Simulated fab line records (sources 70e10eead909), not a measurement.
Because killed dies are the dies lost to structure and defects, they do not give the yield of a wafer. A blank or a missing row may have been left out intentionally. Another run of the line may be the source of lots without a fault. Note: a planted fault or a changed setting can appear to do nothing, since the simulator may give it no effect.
fab line records ; flow nand-harc
[record] lots = 6; wafers = 18; last-day = 32
route steps=1302 shown P_START@1 P_ZERO_WELL@2 END@1302
lots untouched by any fault: they come from a run of this same line in which no faults occurred
start-h: start of the lot's first displayed wafer, in hours after the record's first day ; wait-h: hours since the lot's step before ; " the same as in the row above ; L1.1+2: one row covering several wafers at once ; - no value, or no start was given ; * or withheld: withheld ; < > ~ a bound
route shown NAME@n: names a module that has steps shown in the file, with the first one's number in the route ; usual: the fault-free wafers' mean and standard deviation ; same: alike in all rows ; chamber/n: place in a boat ; sites: readings site by site ; _std_site: their standard deviation ; _edge_site: the outer-site mean with the inner-site mean subtracted ; radius-mm: for every site, how far away it sits from the centre of the wafer ; mask NAME#n: copy n ; behind: tool/chamber where the wafer was last shaped ; hold: cause of the lot's hold/its duration in hours/its outcome ; device: the n, p or np transistor that did not switch ; end of line: tests run on the same wafers once the route is complete ; a step without rows: its recipe alone ; killed: dies that structure and defects cost at the first sort, which is not the same as the wafer's yield ; map: per-die view of a wafer (x killed, . not killed, _ where there is no die)
set.NAME: the setting the step ran with; set.NAME@STEP: the setting that earlier step ran with ; model.NAME: the simulator's own value behind a step, which no gauge read
lots at some steps of the route; a table a step, a row a wafer
services: the hour from which a tool's chamber was out of use, counted from the record's first day as start-h (under 0 if before that day), plus the number of hours and why
[[steps]]
[step NHARC_P_START_INSPECT_01]
[usual] raw-defect-count = 3.3/2
lot.wafer;tool;chamber;start-h;wait-h;raw-defect-count
L181.1;defect-inspect-01;-;20.04;-;7
L181.3;defect-inspect-01;-;20.04;-;3
L181.5;defect-inspect-01;-;20.04;-;4
L182.2;defect-inspect-02;-;30.04;-;2
L182.3;defect-inspect-02;-;30.04;-;1
L182.4;defect-inspect-02;-;30.04;-;2
L185.3;defect-inspect-02;-;60.04;-;2
L185.4;defect-inspect-02;-;60.04;-;7
L185.5;defect-inspect-02;-;60.04;-;4
L187.3;defect-inspect-01;-;80.04;-;3
L187.5;defect-inspect-01;-;80.04;-;3
L187.6;defect-inspect-01;-;80.04;-;1
L197.1;defect-inspect-02;-;180.04;-;3
L197.4;defect-inspect-02;-;180.04;-;2
L197.5;defect-inspect-02;-;180.04;-;5
L200.1;defect-inspect-01;-;210.03;-;1
L200.3;defect-inspect-01;-;210.03;-;3
L200.5;defect-inspect-01;-;210.03;-;3
[step NHARC_P_ZERO_WELL_PRECLEAN_00]
[recipe] time-s = 600; temp-c = 120; chemistry = SPM
[step NHARC_P_ZERO_WELL_SRD_01]
[step NHARC_P_ZERO_WELL_PECVD_02]
[recipe] target-thk-a = 100; temp-c = 400; pressure-torr = 6.5; rf-w = withheld; teos-flow-sccm = withheld; flow-sccm = 2650; target-thk-nm = 10; gas = O2; material = SiO2
[step NHARC_P_ZERO_WELL_DEHYDRATE_03]
[recipe] temp-c = 150; time-s = 120
[step NHARC_P_ZERO_WELL_HMDS_04]
[recipe] time-s = 30
[step NHARC_P_ZERO_WELL_COAT_64]
[recipe] temp-c = 200; time-s = 65
[step NHARC_P_ZERO_WELL_COAT_05]
[recipe] spin-rpm = 2000; resist-thk-nm = 600
[step NHARC_P_ZERO_WELL_SOFTBAKE_06]
[recipe] temp-c = 125; time-s = 70
[usual] heater-power-total-W = 201.0/1.3
lot.wafer;tool;chamber;start-h;wait-h;heater-power-total-W
L181.1;litho-track-07;0;20;-;200.6
L181.3;litho-track-07;0;20;-;201.3
L181.5;litho-track-07;0;20;-;202.6
L182.2;litho-track-03;0;30;-;202.5
L182.3;litho-track-03;0;30;-;199.6
L182.4;litho-track-03;0;30;-;199.3
L185.3;litho-track-03;0;60;-;191.7
L185.4;litho-track-03;0;60;-;193.8
L185.5;litho-track-03;0;60;-;193.9
L187.3;litho-track-03;0;80;-;191.5
L187.5;litho-track-03;0;80;-;194.1
L187.6;litho-track-03;0;80;-;193.2
L197.1;litho-track-07;0;180;-;202.6
L197.4;litho-track-07;0;180;-;202.5
L197.5;litho-track-07;0;180;-;200.0
L200.1;litho-track-07;0;210;-;201.1
L200.3;litho-track-07;0;210;-;202.6
L200.5;litho-track-07;0;210;-;200.5
[step NHARC_P_ZERO_WELL_EBR_07]
[step NHARC_P_ZERO_WELL_EXPOSE_08]
[recipe] na = 0.55; target-cd-nm = 500; dose-mj = 33.8; mask-id = P_ZERO
[step NHARC_P_ZERO_WELL_PEB_09]
[recipe] peb-temp-c = 128; peb-time-s = 80
[step NHARC_P_ZERO_WELL_DEVELOP_10]
[recipe] time-s = 50; dev-temp-c = 22
[step NHARC_P_ZERO_WELL_CD_MEAS_11]
[recipe] target-cd-nm = 500; landing-energy-ev = 500
[usual] cd-nm = 499.8/1.4
lot.wafer;tool;chamber;start-h;wait-h;cd-nm
L181.1;cd-sem-01;0;21.25;-;498.9
L181.3;cd-sem-01;0;21.25;-;498.8
L181.5;cd-sem-01;0;21.25;-;498.5
L182.2;cd-sem-03;0;31.24;-;500.9
L182.3;cd-sem-03;0;31.24;-;500.3
L182.4;cd-sem-03;0;31.24;-;498.9
L185.3;cd-sem-01;0;61.11;-;493.0
L185.4;cd-sem-01;0;61.11;-;491.6
L185.5;cd-sem-01;0;61.11;-;490.0
L187.3;cd-sem-02;0;81.26;-;493.6
L187.5;cd-sem-02;0;81.26;-;492.1
L187.6;cd-sem-02;0;81.26;-;494.2
L197.1;cd-sem-01;0;181.24;-;500.2
L197.4;cd-sem-01;0;181.24;-;501.8
L197.5;cd-sem-01;0;181.24;-;502.3
L200.1;cd-sem-03;0;211.23;-;500.3
L200.3;cd-sem-03;0;211.23;-;498.5
L200.5;cd-sem-03;0;211.23;-;500.8
[step NHARC_P_ZERO_WELL_HARDBAKE_12]
[recipe] temp-c = 118; time-s = 65
[step NHARC_END_SORT_01]
[recipe] temp-c = 25
[usual] killed-at-array = 56/19; killed-at-other = 1.0/1.5; killed-at-periphery = 3.4/2.4; killed-dies = 60/19; killed-open = 3.3/1.8; killed-short = 2.4/1.7
[same] gross-dies = 677
lot.wafer;tool;chamber;start-h;wait-h;killed-at-array;killed-at-other;killed-at-periphery;killed-dies;killed-open;killed-short
L187.3;prober-02;0;633.28;3.1;34;3;3;40;3;0
L187.5;prober-02;0;634.85;3.7;25;0;6;31;2;1
L187.6;prober-02;0;635.64;3.9;51;0;3;54;5;4
L197.4;prober-01;0;726.27;3.4;51;1;5;57;3;3
// killed by level:class
L187.3 A_SLIT:chamber-film-flake=17 A_CHANNEL_HOLE_D2:chamber-film-flake=6 A_CHANNEL_HOLE_D1:chamber-film-flake=4 A_STAIRCASE:chamber-film-flake=3 P_GATE:chamber-film-flake=2 THIN_TSV:chamber-film-flake=2 A_WL_FILL:geometric-particle:open=1 A_BLC:geometric-particle:open=1
L187.5 A_SLIT:chamber-film-flake=11 A_CHANNEL_HOLE_D2:chamber-film-flake=8 P_GATE:chamber-film-flake=3 A_CHANNEL_HOLE_D1:chamber-film-flake=2 A_ONON_D1:geometric-particle:open=1 A_CHANNEL_HOLE_D1:geometric-particle:short=1 A_M0:geometric-particle:open=1 P_ZERO_WELL:chamber-film-flake=1
L187.6 A_SLIT:chamber-film-flake=30 A_CHANNEL_HOLE_D2:chamber-film-flake=6 A_BONDPAD:chamber-film-flake=4 P_GATE:geometric-particle:open=1 P_M0:geometric-particle:short=1 A_ONON_D1:geometric-particle:short=1 A_DECK1_JOINT:geometric-particle:short=1 A_CHANNEL_HOLE_D2:geometric-particle:open=1
L197.4 A_SLIT:chamber-film-flake=28 A_CHANNEL_HOLE_D1:chamber-film-flake=9 A_CONTACT:chamber-film-flake=6 A_ONON_D2:geometric-particle:open=2 A_WL_FILL:geometric-particle:short=2 P_BONDPAD:chamber-film-flake=2 A_STAIRCASE:chamber-film-flake=2 P_CONTACT:geometric-particle:short=1
[[services]]
tool;chamber;start-h;hours;kind
litho-track-07;-;76.00;7.0;pm
litho-track-03;-;100.00;7.0;pm
[[key]]
[first-sign] step = NHARC_P_ZERO_WELL_SOFTBAKE_06; reading = heater-power-total-W; direction = down; sigmas = 6.3; usual = *; struck = *
[effect] step = NHARC_P_ZERO_WELL_CD_MEAS_11; reading = cd-nm; direction = down; sigmas = 5.3; usual = 499.8; struck = 492.4; through = control-loop
met-at NHARC_P_ZERO_WELL_SOFTBAKE_06
struck-wafers L185.3,L185.4,L185.5,L187.3,L187.5,L187.6
tester-left-out L185,L187
[loop-trim] step = NHARC_P_ZERO_WELL_EXPOSE_08; setting = dose; lots = L187
onset-between 30 60
[fault] kind = process-parameter-drift; tool = litho-track-03; chamber = -; onset-h = 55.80; steps = NHARC_P_ZERO_WELL_SOFTBAKE_06; channel = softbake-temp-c; offset = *; shape = step; end-h = 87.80; acts-in = *; stated = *
// tester-left-out: of these lots the tester's yield and bins aren't shown, on N5 and GAA mostly nor the transistor test; their killed dies are dies lost to structure and defects alone, not to doping, threshold or leakage, so they don't give the yield
// loop-trim: a control loop set the setting to another value than it would have without faults
